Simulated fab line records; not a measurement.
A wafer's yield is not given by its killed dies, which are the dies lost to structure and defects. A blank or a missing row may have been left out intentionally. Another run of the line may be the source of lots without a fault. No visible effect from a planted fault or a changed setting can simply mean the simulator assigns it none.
fab line records	flow n5-finfet	part 2 of 2: steps 5 to 6 of 6
record: lots: 24	wafers: 72	last-day: 17
route steps=1938 shown FIN_SAQP@99 FIN_CUT@166 STI_FIN_REVEAL@187
lots that met no fault: from a run of the same line without faults
start-h: start of the lot's first displayed wafer, in hours after the record's first day	wait-h: hours elapsed since this lot's preceding step	" repeats the value in the row above	L1.1+2: a single row standing in for several wafers	- no value, or no start given	* or withheld: withheld	< > ~ a bound
route shown NAME@n: a module of which the file shows steps, and the number in the route of the first	usual: mean/standard deviation taken from wafers without a fault	same: alike in all rows	chamber/n: place in a boat	sites: each site's reading	_std_site: their standard deviation	_edge_site: outer sites' mean less inner sites'	radius-mm: for every site, how far away it sits from the centre of the wafer	mask NAME#n: copy n	behind: the tool/chamber that last shaped the wafer	hold: why the lot went on hold/how many hours it stayed there/how the hold came to an end	device: which transistor (n, p or np) failed to switch	end of line: tests of these same wafers at the route's end	a step given without rows: its recipe and nothing more	killed: at the first sort, the dies lost to defects and structure; wafer yield is something else	map: dies across one wafer; x = killed, . = not, _ = none there
set.NAME: the setting the step ran with; set.NAME@STEP: the setting that earlier step ran with	model.NAME: the simulator's own value behind a step, which no gauge read
one table for each step of the route and one row for each wafer, over a sample of lots
services: from which hour (start-h, from the record's first day; less than 0 if before it) a tool's chamber was out of use, for how many hours, and why
== steps ==
step: N5_FIN_CUT_ETCH_20
recipe: chemistry: CF4	target: SiARC	target-depth-a: 260	mask-material: CAR-EUV	time-s: 43.3	ion-energy-ev: 80	pressure-mtorr: 40	source-w: 545	bias-w: 36	Ar_flow_sccm: 100	cf4-flow-sccm: 100	ends: cleared
usual: drypump-motor-current-A: 5.6/0.53	etch-rf-on-time-s: 43.8/1.6	oes-product-au: 0.67/0.075	rf-vpp-V: 183.9/1.3	showerhead-plenum-p-Torr: 2.14/0.088	throttle-valve-pct: 15.69/0.23
lot.wafer	tool	chamber	start-h	wait-h	drypump-motor-current-A	etch-rf-on-time-s	oes-product-au	rf-hours-counter-h	rf-vpp-V	showerhead-plenum-p-Torr	throttle-valve-pct
L074.2	rie-diel-02	1	27.33	0.0	5.4	43.6	0.62	184	183.3	2.13	15.98
L074.3	"	0	"	"	5.7	44.4	0.67	94	182.3	2.01	15.84
L074.4	"	2	"	"	5.7	43.6	0.77	29	183.2	2.09	15.43
L075.4	rie-diel-06	2	32.48	0.0	4.7	45.5	0.61	185	183.7	2.14	15.90
L075.5	"	1	"	"	5.4	41.7	0.75	-	184.6	2.28	15.45
L075.6	"	0	"	"	6.2	43.6	0.64	-	182.4	2.06	16.05
L076.2	rie-diel-02	2	41.42	0.0	5.6	43.3	0.78	33	183.4	2.09	15.41
L076.3	"	1	"	"	5.4	43.3	0.62	189	183.7	2.13	15.98
L076.6	"	3	"	"	6.0	47.6	0.58	-	183.9	2.22	15.73
L077.3	rie-diel-02	0	45.68	0.0	5.7	44.3	0.67	100	183.7	2.01	15.86
L077.5	"	3	"	"	6.0	47.5	0.58	-	185.5	2.22	15.71
L077.6	"	2	"	"	5.6	43.1	0.76	-	184.9	2.09	15.42
L078.2	rie-diel-06	0	51.46	0.0	6.2	43.7	0.64	182	181.5	2.06	16.07
L078.3	"	2	"	"	4.7	45.6	0.61	191	184.2	2.14	15.90
L078.4	"	1	"	"	5.4	40.8	0.74	58	185.3	2.28	15.48
L079.1	rie-diel-03	3	59.21	0.0	6.4	44.6	0.61	196	182.3	2.04	15.68
L079.2	"	0	"	"	6.0	44.1	0.61	176	183.7	2.23	15.62
L079.6	"	0	"	"	6.0	44.2	0.61	-	185.8	2.23	15.62
L080.1	rie-diel-06	1	62.75	0.0	5.4	41.2	0.74	62	185.4	2.28	15.46
L080.3	"	0	"	"	6.3	43.8	0.62	185	182.3	2.05	16.07
L080.4	"	2	"	"	4.7	46.0	0.60	195	182.4	2.14	15.92
L081.1	rie-diel-02	3	70.80	0.0	6.0	47.3	0.58	223	184.7	2.21	15.74
L081.3	"	1	"	"	5.5	44.1	0.61	197	182.4	2.13	16.02
L081.6	"	0	"	"	5.7	44.2	0.65	-	182.6	2.01	15.86
L082.1	rie-diel-02	2	75.21	0.0	5.6	43.8	0.76	43	181.9	2.09	15.45
L082.3	"	0	"	"	5.8	44.9	0.65	109	183.7	2.01	15.86
L082.4	"	3	"	"	6.0	47.7	0.57	225	185.8	2.21	15.74
L083.1	rie-diel-03	2	81.23	0.0	5.3	44.1	0.78	11	184.5	2.09	15.52
L083.4	"	0	"	"	5.9	43.6	0.61	-	185.1	2.23	15.62
L083.5	"	2	"	"	5.3	43.7	0.79	-	184.0	2.09	15.52
L084.2	rie-diel-03	2	87.37	0.0	5.3	44.1	0.78	14	183.9	2.09	15.53
L084.3	"	3	"	"	6.4	45.2	0.60	206	182.2	2.04	15.68
L084.6	"	3	"	"	6.5	44.7	0.60	-	182.7	2.04	15.69
L085.2	rie-diel-03	1	93.80	0.0	5.0	43.6	0.83	0	185.5	2.28	15.24
L085.4	"	3	"	"	6.4	44.4	0.60	208	183.3	2.04	15.70
L085.5	"	1	"	"	5.0	43.3	0.83	-	184.8	2.28	15.25
L086.2	rie-diel-06	3	99.87	0.0	4.8	41.9	0.74	66	184.5	2.15	15.53
L086.3	"	0	"	"	6.2	43.9	0.62	197	183.2	2.05	16.10
L086.6	"	1	"	"	5.4	41.6	0.72	-	184.1	2.27	15.49
L087.3	rie-diel-06	0	105.87	0.0	6.3	43.5	0.62	200	183.6	2.05	16.11
L087.5	"	3	"	"	4.8	41.9	0.75	-	184.7	2.15	15.55
L087.6	"	0	"	"	6.2	44.3	0.62	-	183.0	2.05	16.11
L088.1	rie-diel-03	3	110.53	0.0	6.4	44.3	0.60	213	182.6	2.04	15.71
L088.5	"	2	"	"	5.3	43.4	0.76	-	185.2	2.09	15.54
L088.6	"	1	"	"	5.0	43.1	0.81	-	187.1	2.28	15.24
L089.1	rie-diel-02	2	117.11	0.0	5.7	43.0	0.75	55	184.5	2.08	15.47
L089.2	"	1	"	"	5.5	43.9	0.60	210	183.9	2.12	16.03
L089.3	"	0	"	"	5.7	43.9	0.64	122	181.6	2.00	15.89
L090.1	rie-diel-06	1	124.35	0.0	5.4	41.8	0.71	80	184.9	2.27	15.53
L090.3	"	2	"	"	4.7	46.2	0.59	209	182.4	2.13	15.93
L090.5	"	0	"	"	6.2	43.8	0.62	-	182.7	2.05	16.13
L091.2	rie-diel-06	3	129.11	0.0	4.8	42.7	0.73	76	183.1	2.15	15.57
L091.5	"	2	"	"	4.7	46.4	0.59	-	183.9	2.13	15.94
L091.6	"	1	"	"	5.4	42.1	0.70	-	185.8	2.27	15.50
L092.1	rie-diel-03	0	135.47	0.0	6.0	44.1	0.59	198	185.8	2.22	15.65
L092.2	"	1	"	"	5.0	43.1	0.78	13	186.0	2.28	15.26
L092.4	"	3	"	"	6.5	44.4	0.60	220	182.6	2.03	15.73
L093.2	rie-diel-03	0	140.32	0.0	5.9	44.5	0.59	200	184.6	2.22	15.68
L093.3	"	1	"	"	5.0	43.2	0.79	15	184.7	2.27	15.27
L093.4	"	3	"	"	6.5	44.9	0.59	222	182.6	2.03	15.73
L094.3	rie-diel-06	3	147.33	0.0	4.8	41.7	0.73	82	185.4	2.14	15.59
L094.4	"	1	"	"	5.4	41.3	0.71	87	185.9	2.27	15.53
L094.6	"	1	"	"	5.4	41.3	0.71	-	185.3	2.27	15.53
L095.2	rie-diel-03	2	153.76	0.0	5.3	44.4	0.73	35	184.0	2.08	15.57
L095.5	"	0	"	"	5.9	44.7	0.58	-	184.3	2.22	15.66
L095.6	"	3	"	"	6.4	44.8	0.59	-	184.1	2.03	15.73
L096.4	rie-diel-02	1	159.16	0.0	5.4	44.2	0.59	-	184.2	2.12	16.05
L096.5	"	0	"	"	5.7	44.1	0.64	-	182.2	2.00	15.93
L096.6	"	2	"	"	5.6	43.6	0.72	-	181.2	2.08	15.50
L097.2	rie-diel-06	1	169.69	0.0	5.4	41.4	0.70	96	185.7	2.26	15.55
L097.4	"	3	"	"	4.7	41.5	0.73	-	184.4	2.14	15.59
L097.6	"	1	"	"	5.4	41.1	0.70	-	184.5	2.26	15.56
step: N5_STI_FIN_REVEAL_CMP_04
recipe: stop-on: Si3N4	t-overpolish-s: 4	down-force-psi: 2	platen-rpm: 54.18	post-cmp-clean: alkaline-brush	pad-velocity-m-s: 1.078	target-thk-nm: 131.83
usual: motor-current-A: 7.9/0.97	overpolish-run-s: 4.001/0.0095	time-to-endpoint-s: 104/7.5
lot.wafer	tool	chamber	start-h	wait-h	motor-current-A	overpolish-run-s	time-to-endpoint-s
L074.4	cmp-02	2	33.50	0.0	8.3	3.991	117
L074.2	"	0	"	"	7.2	3.999	110
L074.3	"	1	"	"	8.8	4.003	108
L075.4	cmp-04	3	38.50	0.1	9.0	3.992	88
L075.5	"	2	"	"	9.4	4.001	95
L075.6	"	3	"	"	9.1	3.999	90
L076.2	cmp-04	1	47.50	0.1	6.6	4.012	105
L076.3	"	2	"	"	9.2	4.003	97
L076.6	"	0	"	"	8.5	4.006	101
L077.3	cmp-04	1	51.70	0.1	6.7	4.004	107
L077.5	"	0	"	"	8.2	3.991	99
L077.6	"	1	"	"	6.5	4.026	107
L078.3	cmp-04	0	58.29	0.0	7.9	4.011	101
L078.4	"	2	"	"	9.5	3.998	97
L078.2	"	3	"	"	9.5	4.003	92
L079.1	cmp-04	0	65.39	0.1	7.6	4.002	100
L079.2	"	1	"	"	6.9	3.990	102
L079.6	"	1	"	"	7.0	4.016	105
L080.3	cmp-04	0	68.74	0.0	8.0	3.994	105
L080.1	"	1	"	"	6.7	3.985	107
L080.4	"	2	"	"	9.3	4.006	100
L081.3	cmp-04	3	77.02	0.1	8.4	4.012	92
L081.1	"	0	"	"	8.1	4.012	100
L081.6	"	1	"	"	7.1	3.999	108
L082.3	cmp-04	3	81.41	0.2	9.7	4.018	94
L082.4	"	0	"	"	7.8	3.994	103
L082.1	"	1	"	"	6.7	3.997	111
L083.4	cmp-04	3	87.37	0.1	8.9	4.000	92
L083.1	"	0	"	"	8.0	3.997	104
L083.5	"	2	"	"	9.1	4.008	98
L084.3	cmp-04	2	93.68	0.3	9.3	4.011	95
L084.2	"	3	"	"	9.0	3.999	95
L084.6	"	0	"	"	8.4	4.003	100
L085.2	cmp-02	1	100.44	0.1	8.9	3.990	118
L085.4	"	2	"	"	8.4	3.997	123
L085.5	"	1	"	"	8.7	4.014	118
L086.3	cmp-04	2	105.96	0.0	9.2	3.991	101
L086.2	"	1	"	"	6.9	3.994	112
L086.6	"	2	"	"	9.2	3.997	99
L087.3	cmp-02	1	111.95	0.0	8.9	4.010	119
L087.6	"	1	"	"	8.9	4.012	116
L087.5	"	2	"	"	8.2	4.009	121
L088.1	cmp-02	2	116.62	0.1	8.2	4.003	118
L088.6	"	3	"	"	6.4	4.006	116
L088.5	"	0	"	"	6.9	3.999	107
L089.1	cmp-01	1	123.44	0.0	8.2	4.013	110
L089.2	"	3	"	"	8.1	4.000	110
L089.3	"	0	"	"	7.7	3.993	102
L090.3	cmp-01	1	131.37	0.0	7.6	3.999	108
L090.1	"	2	"	"	7.1	3.983	108
L090.5	"	1	"	"	7.6	3.993	109
L091.2	cmp-01	3	135.31	0.1	8.2	3.990	107
L091.6	"	0	"	"	7.7	4.008	94
L091.5	"	1	"	"	7.5	4.004	103
L092.1	cmp-01	3	141.50	0.1	7.9	3.992	102
L092.4	"	0	"	"	7.6	4.001	92
L092.2	"	1	"	"	7.5	3.988	103
L093.3	cmp-01	2	146.47	0.0	7.4	3.999	102
L093.2	"	0	"	"	7.9	4.001	95
L093.4	"	1	"	"	7.4	4.012	101
L094.4	cmp-04	2	153.35	0.0	9.7	4.008	102
L094.3	"	1	"	"	6.6	4.011	110
L094.6	"	3	"	"	8.9	4.012	96
L095.2	cmp-02	3	159.83	0.1	6.9	4.000	110
L095.5	"	2	"	"	7.6	4.008	110
L095.6	"	3	"	"	6.5	3.981	109
L096.4	cmp-02	0	165.29	0.2	6.8	3.998	96
L096.5	"	1	"	"	8.5	4.002	103
L096.6	"	2	"	"	7.7	3.988	110
L097.2	cmp-01	1	175.67	0.0	8.0	4.012	104
L097.4	"	0	"	"	7.9	4.016	97
L097.6	"	1	"	"	7.4	4.014	105
== services ==
tool	chamber	start-h	hours	kind
rie-diel-03	3	-1.24	3.9	repair
rie-diel-03	0	3.53	14.8	repair
cmp-02	-	6.03	1.8	repair
pecvd-01	2	11.84	17.5	repair
cmp-04	-	18.41	4.0	pm
rie-si-01	1	22.20	4.8	repair
cmp-02	-	23.12	4.5	repair
cmp-01	-	33.92	2.5	repair
rie-si-05	1	42.70	5.2	repair
cmp-02	-	44.20	5.1	pm
rie-diel-03	-	48.55	2.8	pm
pecvd-04	1	49.31	22.6	repair
cmp-02	-	51.10	1.6	repair
rie-diel-03	-	51.49	0.5	repair
rie-si-01	-	55.39	0.3	repair
rie-diel-06	1	70.09	4.3	repair
pecvd-02	1	79.34	13.8	repair
rie-diel-06	-	98.98	0.4	repair
pecvd-04	-	112.89	4.0	repair
rie-diel-03	0	115.96	8.9	repair
pecvd-01	2	126.20	21.6	repair
rie-si-01	0	141.09	1.6	repair
cmp-04	-	145.70	4.9	pm
rie-diel-06	0	163.38	9.6	repair
